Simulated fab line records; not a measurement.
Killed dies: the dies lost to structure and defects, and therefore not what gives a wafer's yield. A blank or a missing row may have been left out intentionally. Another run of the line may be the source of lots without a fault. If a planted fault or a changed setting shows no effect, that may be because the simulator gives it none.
Problem report in the 8D (eight disciplines) form, filled by code -- flow n5_finfet -- the parts of the form that need people (team, actions taken, sign-off) are left out

== 1. THE PROBLEM ==
Mean of plate_temp_C at N5_BEOL_M2_COAT_73: 200.02 C across 9 wafers in 3 lots; on wafers with no fault it is 205.00 C (standard deviation 0.17). That puts it -29 standard deviations away from the usual mean.
The step: time 60 s, resist thk 5 nm.
First observed at day 7 09:34: wafer L236.3, on litho_track-01. Wafers with a number at this step in the record: 33, from 11 lots. The rule behind "out" and "out of limits": a value lying over 4 standard deviations away from the usual mean. The rest of the wafers with a number are treated as sound.

== 2. WHAT IT IS AND WHAT IT IS NOT ==
question,is,is not
which readings at this step,"plate_temp_C, heater_power_total_W",-
which lots,"L236, L242, L244","L235, L237, L243, L247, L251, L253, L254, L258"
which wafers of those lots,all that have a number,-
read on which tools,litho_track-01,"litho_track-02, litho_track-04"
when,from day 7 09:34,"up to then (6 sound wafers); but 18 sound wafers of L243, L247, L251, L253, L254, L258 came after"

== 3. SUSPECTS, AND WHAT RULES EACH OUT ==
Counting: a tool stays on the suspect list if, at a process step up to the reading, it processed all lots that are out and no sound lot following the first of them.
- litho_track-01 at N5_BEOL_M2_COAT_73 (time 60 s, resist thk 5 nm): ruled out as a lasting fault. After its first lot that is out, L236 (day 7 09:34), sound lots L258 ran on it.
Left after counting: nothing in the record.

== 4. THE CAUSE (what the simulator had put in) ==
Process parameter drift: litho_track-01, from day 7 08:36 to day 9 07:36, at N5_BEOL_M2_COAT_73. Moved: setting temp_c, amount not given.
Counting ruled it out, wrongly.

== 5. SEQUENCE OF EFFECTS, ordered by route ==
One row per reading whose mean, taken over the struck wafers that have a number, lies over 3 standard deviations from the usual. Only readings for which the record gives a usual standard deviation are gone through. hours: the time from each lot's start at the first step in this table that gives one to its start at this step, as a median over the lots. sigmas: the change in usual standard deviations.
hours,step,reading,usual,on struck wafers,change,sigmas
0,N5_BEOL_M2_COAT_73,heater_power_total_W,391.8 W,380.5,-11.3,-8.1
0,N5_BEOL_M2_COAT_73,plate_temp_C,205.00 C,200.02,-4.98,-29
It contains these process steps:
- N5_BEOL_M2_COAT_73: time 60 s, resist thk 5 nm.
At these later measuring or inspecting steps, every struck wafer for which the step has a row has a number for every such reading, and none has moved that far: N5_BEOL_M4_RC_MEAS_101.

== 6. WHAT WOULD HAVE CAUGHT IT SOONER ==
In this record the first reading out of limits was taken at day 7 09:34, 1 hour after the fault began at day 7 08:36.
